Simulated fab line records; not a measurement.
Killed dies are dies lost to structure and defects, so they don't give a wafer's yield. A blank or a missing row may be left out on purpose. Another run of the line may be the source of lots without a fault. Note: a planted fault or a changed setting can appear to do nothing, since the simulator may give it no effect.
Which tool was responsible? -- flow n5 finfet -- Sampling: 9 lots, 27 wafers, 7 of 1938 route steps

== WHAT EACH GAUGE READ, for each wafer ==
N5_DUMMY_GATE_THK_MEAS_05.
lot,measured,on,thk nm (nm)
L367,day 3 01:28,film metro-01,72.7 72.2 72.5
L369,day 3 12:22,film metro-01,71.8 72.0 72.2
L370,day 3 18:39,film metro-02,72.1 73.0 72.2
L373,day 4 17:27,film metro-01,70.4 72.6 71.5
L376,day 5 06:49,film metro-02,73.5 72.4 72.5
L381,day 6 14:47,film metro-02,69.3 70.4 96.2
L383,day 7 00:44,film metro-01,73.2 71.4 73.5
L387,day 7 22:07,film metro-02,72.6 72.5 72.6
L388,day 8 06:26,film metro-01,70.8 71.3 71.5

N5_SDB_THK_MEAS_31.
lot,measured,on,SDB_THK (nm)
L367,day 4 05:32,film metro-01,65.1 64.3 64.7
L369,day 4 17:43,film metro-01,64.1 64.2 64.3
L370,day 4 22:17,film metro-02,64.3 65.2 64.5
L373,day 5 22:08,film metro-01,62.7 64.9 63.7
L376,day 6 10:09,film metro-01,65.8 64.6 64.8
L381,day 7 18:14,film metro-02,61.4 62.6 88.5
L383,day 8 03:26,film metro-02,65.4 63.7 65.7
L387,day 9 03:04,film metro-02,64.9 64.7 64.9
L388,day 9 10:58,film metro-02,63.0 63.5 63.8

== TOOL THAT RAN EACH LOT (tool first, then ch and the chambers of the sampled wafers, then the start) ==
lot,N5_STI_FIN_REVEAL_DENSIFY_30,N5_STI_FIN_REVEAL_ETCHBACK_08,N5_STI_FIN_REVEAL_STRIP_24,N5_DUMMY_GATE_CMP_04,N5_DUMMY_GATE_ETCH_44
L367,"rtp anneal-01 ch 0, day 2 17:52","rie diel-03 ch 1,3, day 2 18:13","rie diel-03 ch 1,3, day 2 18:15","cmp-04 ch 1,3, day 3 01:13","rie si-04 ch 0,1,3, day 3 06:55"
L369,"rtp anneal-02 ch 0, day 3 04:46","rie diel-01 ch 1,3, day 3 05:02","rie diel-01 ch 1,3, day 3 05:05","cmp-03 ch 2,3, day 3 12:10","rie si-05 ch 0,2, day 3 17:33"
L370,"rtp anneal-01 ch 0, day 3 11:02","rie diel-01 ch 0,2, day 3 11:21","rie diel-01 ch 0,2, day 3 11:23","cmp-01 ch 1,2,3, day 3 18:28","rie si-02 ch 1,3, day 3 23:58"
L373,"rtp anneal-01 ch 0, day 4 09:56","rie diel-03 ch 0,1,2, day 4 10:04","rie diel-03 ch 0,1,2, day 4 10:05","cmp-01 ch 1,2,3, day 4 17:18","rie si-05 ch 0,1,3, day 5 00:37"
L376,"rtp anneal-01 ch 0, day 4 23:16","rie diel-03 ch 1,2, day 4 23:29","rie diel-03 ch 1,2, day 4 23:31","cmp-04 ch 0,1, day 5 06:35","rie si-05 ch 0,2, day 5 12:47"
L381,"rtp anneal-01 ch 0, day 6 04:34","rie diel-03 ch 0,1,2, day 6 04:47","rie diel-03 ch 0,1,2, day 6 04:49","cmp-04 ch 0,2,3, day 6 14:32","rie si-05 ch 0,3, day 6 20:19"
L383,"rtp anneal-01 ch 0, day 6 16:42","rie diel-05 ch 1,2, day 6 16:53","rie diel-05 ch 1,2, day 6 16:55","cmp-03 ch 0,2,3, day 7 00:30","rie si-05 ch 0,2,3, day 7 06:02"
L387,"rtp anneal-02 ch 0, day 7 14:41","rie diel-03 ch 0,1,2, day 7 14:53","rie diel-03 ch 0,1,2, day 7 14:56","cmp-01 ch 0,2,3, day 7 21:55","rie si-02 ch 2,3, day 8 03:21"
L388,"rtp anneal-01 ch 0, day 7 22:40","rie diel-01 ch 0,1,3, day 7 22:54","rie diel-01 ch 0,1,3, day 7 22:56","cmp-01 ch 2,3, day 8 06:11","rie si-04 ch 1,2, day 8 12:06"
- N5_STI_FIN_REVEAL_DENSIFY_30
- N5_STI_FIN_REVEAL_ETCHBACK_08: etches SiO2 in C4F6/O2, target depth 30.5 nm, time 10.167 s.
- N5_STI_FIN_REVEAL_STRIP_24: strips in N2/H2, time 90 s.
- N5_DUMMY_GATE_CMP_04: polishes a-Si.
- N5_DUMMY_GATE_ETCH_44: etches poly-Si in HBr/O2, stops on SiO2, target depth 127.5 nm.

== AS READ BY THE TOOLS THEMSELVES (means over the sampled wafers that have a number; for cases with no such wafer, the mark the record gives instead) ==
N5_STI_FIN_REVEAL_DENSIFY_30.
lot,tool,lamp power pct (%),lamp_zone_5_pct (%),lamp_zone_6_pct (%)
L367,rtp anneal-01,11.53,11.558,11.464
L369,rtp anneal-02,11.53,11.548,11.449
L370,rtp anneal-01,11.56,11.523,11.457
L373,rtp anneal-01,11.50,11.525,11.443
L376,rtp anneal-01,11.56,11.549,11.433
L381,rtp anneal-01,11.48,11.519,11.443
L383,rtp anneal-01,11.49,11.523,11.451
L387,rtp anneal-02,11.53,11.517,11.435
L388,rtp anneal-01,11.55,11.549,11.441

N5_STI_FIN_REVEAL_ETCHBACK_08.
lot,tool,drypump motor current A (A),oes product au (a.u.),rf fwd power W (W),rf vpp V (V),showerhead plenum p Torr (Torr),throttle valve pct (%)
L367,rie diel-03,5.5,0.83,342.6,649,2.93,21.13
L369,rie diel-01,5.6,0.75,339.4,654,2.82,21.20
L370,rie diel-01,5.7,0.74,340.8,664,2.80,21.42
L373,rie diel-03,5.7,0.78,340.9,668,2.98,21.32
L376,rie diel-03,6.2,0.84,341.6,666,3.01,21.25
L381,rie diel-03,5.7,0.77,340.6,668,2.97,21.33
L383,rie diel-05,5.2,0.71,340.5,674,2.77,21.15
L387,rie diel-03,5.7,0.76,340.2,667,2.97,21.35
L388,rie diel-01,5.5,0.87,340.8,655,2.79,21.16

N5_STI_FIN_REVEAL_STRIP_24.
lot,tool,drypump motor current A (A),oes product au (a.u.),rf vpp V (V),showerhead plenum p Torr (Torr),throttle valve pct (%)
L367,rie diel-03,5.5,0.85,45.2,3.47,12.16
L369,rie diel-01,5.6,0.74,44.8,3.31,12.14
L370,rie diel-01,5.7,0.74,45.4,3.31,12.41
L373,rie diel-03,5.7,0.79,45.9,3.53,12.33
L376,rie diel-03,6.3,0.83,44.9,3.56,12.27
L381,rie diel-03,5.7,0.77,45.8,3.52,12.37
L383,rie diel-05,5.2,0.71,44.3,3.29,12.34
L387,rie diel-03,5.7,0.75,46.6,3.52,12.41
L388,rie diel-01,5.5,0.86,45.1,3.28,11.97

N5_DUMMY_GATE_CMP_04.
lot,tool,motor current A (A),pad life wafers,retaining ring pressure frac,time to endpoint s (s)
L367,cmp-04,9.9,739,0.996,12.5
L369,cmp-03,10.1,272,0.996,14.7
L370,cmp-01,10.6,626,1.002,13.2
L373,cmp-01,10.4,813,1.000,13.4
L376,cmp-04,9.6,1172,0.996,12.0
L381,cmp-04,11.2,1448,1.000,13.5
L383,cmp-03,10.3,937,0.997,13.6
L387,cmp-01,10.8,1238,0.999,13.1
L388,cmp-01,10.8,1302,0.996,11.0

N5_DUMMY_GATE_ETCH_44.
lot,tool,drypump motor current A (A),oes product au (a.u.),rf fwd power W (W),throttle valve pct (%)
L367,rie si-04,6.1,0.733,398.2,18.47
L369,rie si-05,5.6,0.731,398.8,18.33
L370,rie si-02,5.4,0.745,397.8,18.65
L373,rie si-05,5.9,0.730,399.2,18.47
L376,rie si-05,5.6,0.729,399.7,18.34
L381,rie si-05,5.7,0.750,398.3,18.51
L383,rie si-05,6.1,0.731,398.1,18.35
L387,rie si-02,5.8,0.732,398.7,18.39
L388,rie si-04,6.2,0.712,396.4,18.23

== THE ANSWER, worked out from the rows above alone ==
Rule: the usual values come from the lots themselves. The widest of any qualifying gaps counts: lots, ordered by their means at a reading, are off when they make up no more than a third of the lots, leave a main group of 4 or more, and stand apart from it by 3 or more times the standard deviation of that group's means. A main group whose means are all the same, to the digits that the tables above print for the reading, isn't used. Also off: a lot with no number at a reading for which 4 or more lots have one. Any other lot the step has rows for is counted as sound. Order of review: gauges by route order, followed by the tools' own readings, for which a lot's mean as printed above is used. The first step at which some lot is off is used, and at that step the reading that is off furthest; a lot without a number counts as furthest.
Off: L381 (N5_DUMMY_GATE_THK_MEAS_05, thk nm). Main group: mean 72.2 nm, sd 0.55.
A tool fits if, at a process step before that reading, it ran every lot that is off, and no sound lot after the first of them. Those tools and the gauges at N5_DUMMY_GATE_THK_MEAS_05 are tried in the same way. One candidate fits, namely cmp-04 at N5_DUMMY_GATE_CMP_04. Its last sound lot is L376 (day 5 06:35), its first lot that is off L381 (day 6 14:32): a fault that began between those two fits.

== WHAT THE SIMULATOR PUT IN ==
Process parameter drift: cmp-04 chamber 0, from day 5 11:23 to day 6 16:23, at N5_DUMMY_GATE_CMP_04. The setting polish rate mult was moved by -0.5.
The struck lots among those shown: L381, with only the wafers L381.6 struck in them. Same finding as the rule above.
